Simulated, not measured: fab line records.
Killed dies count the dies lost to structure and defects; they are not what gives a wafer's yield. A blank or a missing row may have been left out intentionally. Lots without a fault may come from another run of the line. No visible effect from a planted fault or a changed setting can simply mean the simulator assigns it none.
Matching of chambers	flow n5Finfet	4 sister chambers for N5_BEOL_M14_ETCH_59 on rieDiel-03
The step etches BARC in N2/H2, target depth 89 nm, overetch 26.7 nm, time 67.9 s. 4 wafers are shown with their chamber, then 8 later ones without.

## WAFERS PAIRED WITH THEIR CHAMBERS
wafer	chamber	showerheadPlenumPTorr (Torr)
L083.5	0	2.40
L083.6	1	2.62
L085.4	2	2.68
L086.1	3	2.64

## WAFERS WITH NO CHAMBER GIVEN
wafer	showerheadPlenumPTorr (Torr)
L086.5	2.61
L086.6	2.40
L091.1	2.68
L091.2	2.61
L091.3	2.64
L096.1	2.71
L096.2	2.67
L096.4	2.60

## THE CHAMBER EACH PASSED THROUGH
wafer	from the rows above	in truth
L086.5	can't be placed: 1 or 3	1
L086.6	0	0
L091.1	2	2
L091.2	can't be placed: 1 or 3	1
L091.3	can't be placed: 3 or 1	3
L096.1	2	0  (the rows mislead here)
L096.2	can't be placed: 2 or 3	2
L096.4	can't be placed: 1 or 3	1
Placed correctly: 2 of 8. Unplaceable from these rows: 5, with the true chamber sitting among the candidates in 5. 1 placed wrongly.
How it was worked out, from the rows above alone: a wafer's distance from a chamber is the root of the sum, over the readings, of the square of ((its reading less the chamber's mean) divided by the reading's scatter). If the next closest chamber is less than 2 further off than the closest, the wafer can't be placed; otherwise it belongs to the closest. A chamber's mean is the mean of its shown wafers. The scatter: root of mean squared gap, hidden wafer to nearest shown wafer, with one shown wafer a chamber.
